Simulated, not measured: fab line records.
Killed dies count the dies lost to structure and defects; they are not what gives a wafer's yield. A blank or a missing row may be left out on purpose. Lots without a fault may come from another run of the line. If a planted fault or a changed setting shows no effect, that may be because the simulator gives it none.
Matching of chambers | flow n5Finfet | 4 sister chambers for N5_GATE_CUT_CMP_61 on cmp-04
The step polishes, stops on SiNx, t overpolish 3 s. 8 wafers are shown with their chamber, then 11 later ones without.

EACH WAFER AND ITS CHAMBER
wafer  | chamber | motorCurrentA (A) | slurryFlowMlMin
L084.3 | 1       | 11.1              | 150.3
L087.6 | 2       | 10.9              | 149.4
L086.2 | 2       | 10.7              | 149.4
L086.3 | 3       | 11.7              | 150.7
L089.2 | 1       | 11.2              | 150.7
L089.4 | 0       | 13.4              | 150.6
L089.5 | 0       | 13.1              | 149.5
L090.2 | 3       | 11.4              | 150.3

WAFERS MISSING THEIR CHAMBER
wafer  | motorCurrentA (A) | slurryFlowMlMin
L090.5 | 11.2              | 150.0
L090.6 | 11.4              | 149.8
L091.2 | 10.9              | 150.8
L091.4 | 10.8              | 150.2
L091.5 | 11.8              | 150.1
L093.2 | 11.5              | 150.0
L093.3 | 11.4              | 149.2
L093.4 | 11.4              | 150.0
L094.3 | 12.9              | 150.5
L094.4 | 12.6              | 149.8
L094.6 | 11.4              | 149.9

CHAMBER TAKEN BY EACH
wafer  | from the rows above          | in truth
L090.5 | can't be placed: 1 or 3 or 2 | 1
L090.6 | can't be placed: 3 or 1 or 2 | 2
L091.2 | can't be placed: 1 or 2      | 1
L091.4 | can't be placed: 2 or 1      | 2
L091.5 | 3                            | 3
L093.2 | can't be placed: 3 or 1      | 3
L093.3 | can't be placed: 3 or 1 or 2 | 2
L093.4 | can't be placed: 3 or 1      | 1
L094.3 | 0                            | 0
L094.4 | 0                            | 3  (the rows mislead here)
L094.6 | can't be placed: 3 or 1      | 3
Placed correctly: 2 of 11. From these rows, 8 cannot be placed; in 8 the true chamber is one of the candidates. Number placed wrongly: 1.
How it was worked out, from the rows above alone: a wafer's distance from a chamber is the root of the sum, over the readings, of the square of ((its reading less the chamber's mean) divided by the reading's scatter). The wafer belongs to the nearest chamber; if the next one is less than 2 further off, it can't be placed. A chamber's mean is the mean of its shown wafers. The scatter: the root of (the sum of the squares of (reading less its chamber's mean) over the shown wafers, divided by (wafers less chambers)).
